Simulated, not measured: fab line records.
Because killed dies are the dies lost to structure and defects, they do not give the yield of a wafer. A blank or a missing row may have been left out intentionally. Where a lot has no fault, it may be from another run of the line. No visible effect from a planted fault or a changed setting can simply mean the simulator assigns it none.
A lot that was struck, set against a sound lot :: flow n5Finfet :: 28 out of 1938 route steps
Sound: the wafers L341.2, L341.5, L341.6. Struck: wafers L355.1, L355.2, L355.4. The cause comes at the end.
Each step with rows lists, per side, the tool, then ch with its chambers, then its first start. Under that, the readings that differ: sound wafers :: struck wafers :: difference of the means :: sigmas: that difference in standard deviations of wafers without a fault.
alike: readings with means less than 2 such deviations apart, plus words and numbers identical on both sides. not compared: withheld readings, readings lacking a value on some wafer, bounds such as >300 that could conceal the same value, and numbers that have no deviation in the record and whose values overlap.
Wherever a step has rows on one side only, a row that says differs or no value, or a row with sigmas, the two part there. Numbers that have no deviation but don't overlap get no sigmas and don't part them. A reading that every wafer of one side lacks parts them only if that side has two wafers or more.

first, 9 steps without rows for these wafers: N5_BEOL_M3_COAT_05 (resist thk 30 nm); N5_BEOL_M3_EBR_07; N5_BEOL_M3_SOFTBAKE_06 (time 60 s); N5_BEOL_M3_EXPOSE_08 (exposes mask M3); N5_BEOL_M3_PEB_09 (peb time 60 s); N5_BEOL_M3_DEVELOP_10 (develop time 30 s); N5_BEOL_M3_DESCUM_16 (chemistry O2, time 7 s); N5_BEOL_M3_ETCH_74 (etches underlayer in N2/H2, target depth 6.5 nm, time 5.2 s); N5_BEOL_M3_ETCH_63 (etches SiARC in CF4, target depth 15.6 nm, time 26 s).
N5_BEOL_M3_ETCH_64: etches SOC in N2/H2, target depth 75 nm, overetch 15 nm, time 112.5 s.
  sound on rieDiel-06 ch 0,2,3, day 9 07:59; struck on rieDiel-06 ch 0,2,3, day 13 02:03
  alike: drypumpMotorCurrentA, oesProductAu, rfFwdPowerW, rfVppV, showerheadPlenumPTorr, throttleValvePct
  not compared: rfHoursCounterH
then, 14 steps without rows for these wafers: N5_BEOL_M3_STRIP_65 (strips in N2/H2); N5_BEOL_M3_STRIP_75 (strips in N2/H2); N5_BEOL_M3_STRIP_66 (strips in CF4); N5_BEOL_M3_HM_OPEN_17 (chemistry Cl2/BCl3, target TiN, target depth 20 nm, overetch 6 nm); N5_BEOL_M3_STRIP_19 (strips in O2); N5_BEOL_M3_COAT_67 (time 60 s, resist thk 60 nm); N5_BEOL_M3_COAT_68 (time 60 s, resist thk 12 nm); N5_BEOL_M3_COAT_76 (time 60 s, resist thk 5 nm); N5_BEOL_M3_COAT_22 (resist thk 30 nm); N5_BEOL_M3_EBR_24; N5_BEOL_M3_SOFTBAKE_23 (time 60 s); N5_BEOL_M3_EXPOSE_25 (exposes mask V2, defocus 5 nm); N5_BEOL_M3_PEB_26 (peb time 60 s); N5_BEOL_M3_DEVELOP_27 (develop time 30 s).
N5_BEOL_M3_INSPECT_30: inspects for defects (brightfield).
  sound on defectInspect-01, day 9 09:00; struck on defectInspect-01, day 13 02:57
reading: rawDefectCount
sound: 292 457 416
struck: 1497 1589 1529
difference: +1150
sigmas: +14
then, 1 step without rows for these wafers: N5_BEOL_M3_DESCUM_33 (chemistry O2, time 7 s).
N5_BEOL_M4_RC_MEAS_101:
  sound on prober-01 ch 0, day 10 01:43; struck on prober-02 ch 0, day 13 22:04
  alike: DIBL_N, DIBL_P, IOFF_N, IOFF_P, ION_N, ION_P, SS_N, SS_P, VT_N, VT_P
-- here the record skips 5 days between the struck wafers' starts before and after, leaving off in module BEOL_M4 and picking up in module PASSIVATION (first step shown: number 1936 of the route) --
N5_PASSIVATION_PROBE_49:
  sound on prober-02, day 14 10:55; struck on prober-02, day 18 10:18
reading: defectLimitedYield (%)
sound: 91.0 93.5 90.9
struck: 79.5 78.5 79.3
difference: -12.7
sigmas: -9

reading: killed_at_M0_to_M3
sound: 47 30 54
struck: 169 208 200
difference: +149
sigmas: +14

reading: killedDies
sound: 106 77 107
struck: 242 254 244
difference: +150
sigmas: +9

reading: killedOnRim
sound: 9 7 14
struck: 22 21 26
difference: +13
sigmas: +3

reading: sort_bin_5_function (%)
sound: 4.7 2.9 5.2
struck: 12.1 13.1 13.4
difference: +8.6
sigmas: +9

reading: sortNPass
sound: 1074 1103 1073
struck: 938 926 936
difference: -150
sigmas: -8

reading: sortYieldPct (%)
sound: 91.0 93.5 90.9
struck: 79.5 78.5 79.3
difference: -12.7
sigmas: -8
  alike: killed_at_M4_up, killedAtContacts, killedAtFrontEnd, killedAtOther, killedOpen, killedShort, sort_bin_6_memory

== WHERE THEY PART ==
Earliest at N5_BEOL_M3_INSPECT_30; latest, in this record, at N5_PASSIVATION_PROBE_49.

WHY: what the simulator had put in
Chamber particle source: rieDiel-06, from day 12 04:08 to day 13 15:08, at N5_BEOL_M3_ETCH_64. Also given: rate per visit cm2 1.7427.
